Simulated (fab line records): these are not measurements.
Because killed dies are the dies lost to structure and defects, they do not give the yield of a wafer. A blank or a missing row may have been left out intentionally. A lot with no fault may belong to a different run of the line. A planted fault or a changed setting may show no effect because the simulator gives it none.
fab line records    flow n5-finfet
[record] lots = 11  wafers = 33  last-day = 17
route steps=1938 shown BEOL_M2@917 BEOL_M3@938 BEOL_M4@1111 PASSIVATION@1936
lots with no fault: from the same line, run without faults
start-h: hours from the record's first day to the start of the lot's first wafer shown    wait-h: how many hours have passed since the lot's step before this one    " as in the row above    L1.1+2: a single row standing in for several wafers    - either no value or no given start    * or withheld: withheld    < > ~ a bound
route shown NAME@n: names a module that has steps shown in the file, with the first one's number in the route    usual: mean/standard deviation of fault-free wafers    same: alike in all rows    chamber/n: place in a boat    sites: per-site readings    _std_site: how widely they spread, as a standard deviation    _edge_site: mean of outer sites minus mean of inner sites    radius-mm: for every site, how far away it sits from the centre of the wafer    mask NAME#n: copy n    behind: the most recent tool/chamber to have shaped the wafer    hold: cause of the lot's hold/its duration in hours/its outcome    device: which transistor (n, p or np) failed to switch    end of line: the route-end tests of the same wafers    step lacking rows: just its recipe    killed: count of dies lost to structure and defects at first sort (not the wafer's yield)    map: the dies of a wafer, with x for killed, . for not killed, _ for no die there
set.NAME: the setting that was run; set.NAME@STEP: the one run at that earlier step    model.NAME: the simulator's own value behind a step, which no gauge read
a sample of lots followed through the steps of the route, with each step as a table and each wafer as a row
services: when a tool's chamber went out of use (start-h, in hours from the record's first day, below 0 if earlier), for how many hours, and the reason
[[steps]]
[step N5_BEOL_M2_ANNEAL_93]
[recipe] temp-c = 400  time-s = 240  ambient = vacuum
[usual] heater-power-w = 909/83  susceptor_temp_C_max = 401.0/0.46
lot.wafer  tool            chamber  start-h  wait-h  heater-power-w  susceptor_temp_C_max
L253.1     pvd-sputter-03  -        146.82   0.0     911             401.1
L253.4     "               -        "        "       826             400.4
L253.5     "               -        "        "       869             400.6
L255.3     pvd-sputter-01  -        153.49   0.0     841             400.5
L255.4     "               -        "        "       843             401.3
L255.6     "               -        "        "       843             401.0
L258.2     pvd-sputter-01  -        170.90   0.0     1006            401.2
L258.3     "               -        "        "       920             401.8
L258.5     "               -        "        "       814             401.2
L259.1     pvd-sputter-01  -        178.35   0.0     923             401.2
L259.4     "               -        "        "       839             400.2
L259.6     "               -        "        "       832             400.7
L262.1     pvd-sputter-01  -        193.92   0.0     847             400.3
L262.4     "               -        "        "       921             401.6
L262.5     "               -        "        "       936             401.5
L263.2     pvd-sputter-02  -        204.99   0.0     1108            401.2
L263.4     "               -        "        "       932             400.4
L263.6     "               -        "        "       935             401.0
L271.2     pvd-sputter-03  -        252.57   0.0     870             401.5
L271.4     "               -        "        "       847             400.6
L271.5     "               -        "        "       875             400.3
L272.1     pvd-sputter-02  -        255.11   0.0     944             400.5
L272.4     "               -        "        "       1093            401.9
L272.5     "               -        "        "       858             401.0
L274.2     pvd-sputter-03  -        271.21   0.0     886             401.3
L274.4     "               -        "        "       803             400.7
L274.6     "               -        "        "       797             400.4
L275.3     pvd-sputter-01  -        273.19   0.0     821             401.1
L275.4     "               -        "        "       1035            400.8
L275.5     "               -        "        "       957             400.7
L276.4     pvd-sputter-01  -        288.88   0.0     930             402.2
L276.5     "               -        "        "       921             401.9
L276.6     "               -        "        "       1000            401.2
[step N5_BEOL_M2_PRE_CLEAN_60]
[recipe] gas = NH3/H2  time-s = 15  temp-c = *  rf-power-w = 300
[usual] heater-power-w = 74/20
lot.wafer  tool       chamber  start-h  wait-h  heater-power-w
L253.1     cvd-co-02  0        148.00   0.0     78
L253.4     "          0        "        "       77
L253.5     "          1        "        "       56
L255.3     cvd-co-01  2        154.93   0.0     100
L255.4     "          2        "        "       101
L255.6     "          0        "        "       42
L258.2     cvd-co-01  0        172.09   0.0     42
L258.3     "          2        "        "       97
L258.5     "          2        "        "       100
L259.1     cvd-co-02  0        180.20   0.3     79
L259.4     "          0        "        "       78
L259.6     "          1        "        "       58
L262.1     cvd-co-02  1        195.41   0.0     57
L262.4     "          0        "        "       79
L262.5     "          1        "        "       55
L263.2     cvd-co-01  0        206.29   0.1     43
L263.4     "          1        "        "       72
L263.6     "          0        "        "       42
L271.2     cvd-co-02  2        253.86   0.0     95
L271.4     "          2        "        "       94
L271.5     "          0        "        "       81
L272.1     cvd-co-02  0        256.29   0.0     81
L272.4     "          1        "        "       55
L272.5     "          0        "        "       80
L274.2     cvd-co-01  0        272.75   0.0     42
L274.4     "          0        "        "       43
L274.6     "          2        "        "       98
L275.3     cvd-co-02  0        274.74   0.0     79
L275.4     "          1        "        "       56
L275.5     "          0        "        "       80
L276.4     cvd-co-01  2        290.16   0.1     100
L276.5     "          1        "        "       71
L276.6     "          0        "        "       44
[step N5_BEOL_M2_RS_MEAS_58]
[recipe] thk-meas-gauge = four-point-probe  reads = Co_of_BEOL_M2_CO_CAP_55+Cu_of_BEOL_M2_ECD_50+Co_of_BEOL_M2_CVD_47+TaN_of_BEOL_M2_ALD_84
[usual] M2_RS = 0.671/0.028
lot.wafer  tool           chamber  start-h  wait-h  M2_RS[ohm/sq]
L253.1     film-metro-02  -        148.23   0.0     0.628
L253.4     "              -        "        "       0.649
L253.5     "              -        "        "       0.675
L255.3     film-metro-02  -        155.18   0.1     0.675
L255.4     "              -        "        "       0.677
L255.6     "              -        "        "       0.642
L258.2     film-metro-02  -        172.37   0.1     0.680
L258.3     "              -        "        "       0.693
L258.5     "              -        "        "       0.670
L259.1     film-metro-01  -        180.45   0.1     0.722
L259.4     "              -        "        "       0.709
L259.6     "              -        "        "       0.678
L262.1     film-metro-02  -        195.66   0.1     0.760
L262.4     "              -        "        "       0.686
L262.5     "              -        "        "       0.729
L263.2     film-metro-01  -        206.51   0.1     0.668
L263.4     "              -        "        "       0.718
L263.6     "              -        "        "       0.691
L271.2     film-metro-01  -        254.08   0.1     0.633
L271.4     "              -        "        "       0.677
L271.5     "              -        "        "       0.667
L272.1     film-metro-02  -        256.51   0.0     0.638
L272.4     "              -        "        "       0.673
L272.5     "              -        "        "       0.675
L274.2     film-metro-01  -        272.97   0.1     0.689
L274.4     "              -        "        "       0.647
L274.6     "              -        "        "       0.671
L275.3     film-metro-02  -        274.97   0.1     0.687
L275.4     "              -        "        "       0.702
L275.5     "              -        "        "       0.657
L276.4     film-metro-02  -        290.37   0.0     0.710
L276.5     "              -        "        "       0.665
L276.6     "              -        "        "       0.623
[step N5_BEOL_M3_COAT_05]
[recipe] resist = CAR-EUV  spin-rpm = 1500  resist-thk-nm = 30
[usual] exhaust-pa = 45.3/0.88  spin-speed-rpm = 1499.9/0.84
lot.wafer  tool            chamber  start-h  wait-h  exhaust-pa  spin-speed-rpm
L253.1     litho-track-04  0        148.91   -       45.3        1498.8
L253.4     "               0        "        "       44.7        1498.9
L253.5     "               0        "        "       44.7        1499.8
L255.3     litho-track-02  0        155.87   -       45.2        1500.6
L255.4     "               0        "        "       45.2        1499.6
L255.6     "               0        "        "       44.8        1500.6
L258.2     litho-track-02  0        173.26   -       44.2        1500.5
L258.3     "               0        "        "       45.3        1500.1
L258.5     "               0        "        "       45.1        1500.8
L259.1     litho-track-02  0        181.90   -       43.3        1499.6
L259.4     "               0        "        "       45.6        1500.8
L259.6     "               0        "        "       44.0        1499.7
L262.1     litho-track-02  0        196.42   -       45.8        1501.4
L262.4     "               0        "        "       45.3        1500.8
L262.5     "               0        "        "       46.7        1501.2
L263.2     litho-track-04  0        208.95   -       46.4        1499.6
L263.4     "               0        "        "       47.0        1498.7
L263.6     "               0        "        "       45.4        1500.1
L271.2     litho-track-02  0        257.26   -       45.5        1436.7
L271.4     "               0        "        "       44.4        1436.2
L271.5     "               0        "        "       44.8        1435.8
L272.1     litho-track-02  0        257.67   -       45.3        1437.5
L272.4     "               0        "        "       46.6        1436.8
L272.5     "               0        "        "       43.8        1437.6
L274.2     litho-track-04  0        275.09   -       45.2        1499.7
L274.4     "               0        "        "       45.2        1500.5
L274.6     "               0        "        "       44.3        1500.6
L275.3     litho-track-03  0        275.75   -       44.0        1500.0
L275.4     "               0        "        "       45.6        1500.5
L275.5     "               0        "        "       46.4        1500.8
L276.4     litho-track-04  0        292.33   -       44.0        1499.1
L276.5     "               0        "        "       45.0        1500.7
L276.6     "               0        "        "       44.9        1500.1
[step N5_BEOL_M4_RC_MEAS_101]
[usual] DIBL_N = 36.2/1.5  DIBL_P = 36.2/1.7  IOFF_N = 0.155/0.021  IOFF_P = 0.216/0.026  ION_N = 674/11  ION_P = 464/6.8  SS_N = 71.5/0.56  SS_P = 73.3/0.6  VT_N = 250.2/2.6  VT_P = -249.3/2.5
lot.wafer  tool       chamber  start-h  wait-h  DIBL_N[mV/V]  DIBL_P[mV/V]  IOFF_N[nA/um]  IOFF_P[nA/um]  ION_N[uA/um]  ION_P[uA/um]  SS_N[mV/dec]  SS_P[mV/dec]  VT_N[mV]  VT_P[mV]
L253.1     prober-01  0        176.56   0.0     33.3          33.5          0.137          0.185          679           470           70.5          73.2          251.1     -248.6
L253.4     "          0        "        "       35.6          36.3          0.173          0.222          691           471           71.4          73.4          247.4     -246.7
L253.5     "          0        "        "       36.5          36.6          0.191          0.233          693           477           72.2          73.1          246.9     -245.7
L255.3     prober-01  0        178.64   0.3     36.1          36.1          0.164          0.235          669           464           71.8          73.6          247.7     -247.4
L255.4     "          0        "        "       33.8          33.9          0.140          0.190          677           470           71.4          72.2          251.1     -251.2
L255.6     "          0        "        "       35.9          36.0          0.167          0.228          660           462           72.2          74.4          247.7     -248.1
L258.2     prober-02  0        195.41   0.2     36.6          37.6          0.171          0.210          688           463           71.6          73.2          250.8     -253.2
L258.3     "          0        "        "       35.7          35.8          0.152          0.195          660           457           71.5          73.6          254.5     -252.2
L258.5     "          0        "        "       36.9          37.4          0.170          0.208          671           458           71.8          73.9          248.4     -254.2
L259.1     prober-01  0        200.25   0.3     37.2          38.9          0.174          0.232          686           470           71.9          74.4          248.2     -249.4
L259.4     "          0        "        "       37.3          39.0          0.169          0.236          686           474           71.9          74.0          248.1     -250.4
L259.6     "          0        "        "       36.8          38.0          0.164          0.217          679           458           71.8          73.7          249.1     -251.1
L262.1     prober-01  0        217.26   0.0     33.5          34.8          0.125          0.189          662           458           71.1          72.1          253.4     -251.0
L262.4     "          0        "        "       33.4          33.9          0.124          0.173          663           461           71.0          72.5          252.7     -254.0
L262.5     "          0        "        "       34.9          35.8          0.144          0.193          662           450           70.9          72.3          252.0     -252.1
L263.2     prober-01  0        228.77   0.2     36.2          35.7          0.160          0.229          659           450           72.8          72.8          250.3     -247.6
L263.4     "          0        "        "       36.6          35.4          0.160          0.233          665           464           71.9          73.5          251.0     -246.4
L263.6     "          0        "        "       36.1          35.1          0.150          0.229          661           458           71.8          73.0          251.0     -246.5
L271.2     prober-02  0        275.40   0.2     35.6          35.1          0.142          0.207          659           455           71.8          73.5          252.9     -249.4
L271.4     "          0        "        "       33.3          32.7          0.114          0.181          660           466           70.9          72.4          251.8     -251.1
L271.5     "          0        "        "       33.7          32.5          0.117          0.172          648           452           70.8          73.6          254.7     -251.4
L272.1     prober-01  0        287.20   0.0     36.0          35.6          0.143          0.190          676           461           70.2          73.1          248.3     -249.5
L272.4     "          0        "        "       36.7          35.8          0.140          0.191          659           459           70.9          72.4          250.8     -251.7
L272.5     "          0        "        "       34.5          33.8          0.109          0.170          665           461           69.9          72.4          254.4     -251.5
L274.2     prober-01  0        303.72   0.2     38.5          37.4          0.169          0.240          682           472           71.6          74.0          249.8     -248.0
L274.4     "          0        "        "       37.8          36.8          0.157          0.241          660           463           72.0          74.0          250.4     -248.8
L274.6     "          0        "        "       38.0          36.3          0.160          0.234          666           460           71.7          73.9          249.1     -248.1
L275.3     prober-01  0        309.20   0.3     35.9          35.9          0.162          0.202          665           453           71.4          73.7          252.5     -249.9
L275.4     "          0        "        "       35.2          35.6          0.155          0.196          680           465           71.6          74.0          249.2     -249.9
L275.5     "          0        "        "       35.2          35.6          0.155          0.192          687           464           70.9          74.0          250.3     -248.8
L276.4     prober-02  0        310.93   0.5     36.5          37.6          0.158          0.223          681           473           71.0          73.7          249.6     -246.7
L276.5     "          0        "        "       36.8          37.6          0.148          0.227          655           462           71.7          73.4          254.4     -250.3
L276.6     "          0        "        "       36.4          38.0          0.161          0.230          679           478           71.5          73.2          250.5     -249.6
[step N5_PASSIVATION_PROBE_49]
[usual] defect-limited-yield = 91.3/1.3  killed_at_M0_to_M3 = 32/11  killed_at_M4_up = 15/5.6  killed-at-contacts = 12/6  killed-at-front-end = 40/11  killed-at-other = 3.5/2.6  killed-dies = 102/15  killed-open = 67/12  killed-short = 34/7.3  sort_bin_5_function = 5.1/0.85  sort_bin_6_memory = 3.2/0.61  sort-n-pass = 1078/15  sort-yield-pct = 91.3/1.3
[same] gross-dies = 1180  killed-at-back-side = 0  sort_bin_4_leakage[%] = 0  sort_bin_8_speed[%] = 0
lot.wafer  tool       chamber  start-h  wait-h  defect-limited-yield[%]  killed_at_M0_to_M3  killed_at_M4_up  killed-at-contacts  killed-at-front-end  killed-at-other  killed-dies  killed-open  killed-short  sort_bin_5_function[%]  sort_bin_6_memory[%]  sort-n-pass  sort-yield-pct[%]
L259.1     prober-02  -        303.73   0.0     90.5                     33                  11               19                  45                   4                112          77           35            5.1                     3.9                   1068         90.5
L259.4     prober-02  -        303.88   0.2     91.4                     28                  14               21                  32                   6                101          69           32            4.9                     3.5                   1079         91.4
L259.6     prober-02  -        303.98   0.3     91.5                     38                  15               9                   33                   5                100          63           34            4.7                     3.4                   1080         91.5
L272.5     prober-01  -        382.82   0.2     90.9                     26                  20               12                  46                   3                107          71           34            5.4                     3.5                   1073         90.9
// killed by level:class
L259.1 MOL_CONTACT_COAG:geometric-particle:open=18 STI_FIN_REVEAL:geometric-particle:open=11 BEOL_M0_SAQP:geometric-particle:short=9 DUMMY_GATE:geometric-particle:open=7 BEOL_M2:geometric-particle:open=7 BEOL_M4:geometric-particle:open=6 FIN_SAQP:geometric-particle:short=6 FIN_SAQP:geometric-particle:open=5
L259.4 MOL_CONTACT_COAG:geometric-particle:open=18 STI_FIN_REVEAL:geometric-particle:open=8 BEOL_M0_SAQP:geometric-particle:open=7 BEOL_M0_SAQP:geometric-particle:short=7 BEOL_M7:geometric-particle:open=5 BEOL_M4:geometric-particle:open=5 GATE_CUT:geometric-particle:short=4 STARTING-WAFER:geometric-particle:open=4
L259.6 DUMMY_GATE:geometric-particle:open=10 BEOL_M0_SAQP:geometric-particle:short=9 BEOL_M0_SAQP:geometric-particle:open=8 BEOL_M2:geometric-particle:open=8 BEOL_M4:geometric-particle:open=7 MOL_CONTACT_COAG:geometric-particle:open=6 SPACER0:geometric-particle:short=5 BEOL_M3:geometric-particle:open=5
L272.5 FIN_SAQP:geometric-particle:open=10 BEOL_M1:geometric-particle:open=10 FIN_SAQP:geometric-particle:short=9 MOL_CONTACT_COAG:geometric-particle:open=9 DUMMY_GATE:geometric-particle:open=6 BEOL_M3:geometric-particle:open=6 BEOL_M4:geometric-particle:open=5 STI_FIN_REVEAL:geometric-particle:open=4
[[services]]
tool       chamber  start-h  hours  kind
cvd-co-01  1        164.20   16.8   repair
cvd-co-02  -        202.36   0.9    repair
[[key]]
[first-sign] step = N5_BEOL_M3_COAT_05  reading = spin-speed-rpm  direction = down  sigmas = 75  usual = *  struck = *
effect none on later readings
met-at N5_BEOL_M3_COAT_05
struck-lots L271,L272
not-acting-at N5_BEOL_M2_ANNEAL_93,N5_BEOL_M2_PRE_CLEAN_60,N5_BEOL_M2_RS_MEAS_58
onset-between 196.42 257.26
[fault] kind = process-parameter-drift  tool = litho-track-02  chamber = -  onset-h = 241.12  steps = N5_BEOL_M3_COAT_05  channel = spin-rpm  offset = *  shape = step  end-h = 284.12  acts-in = *  stated = *
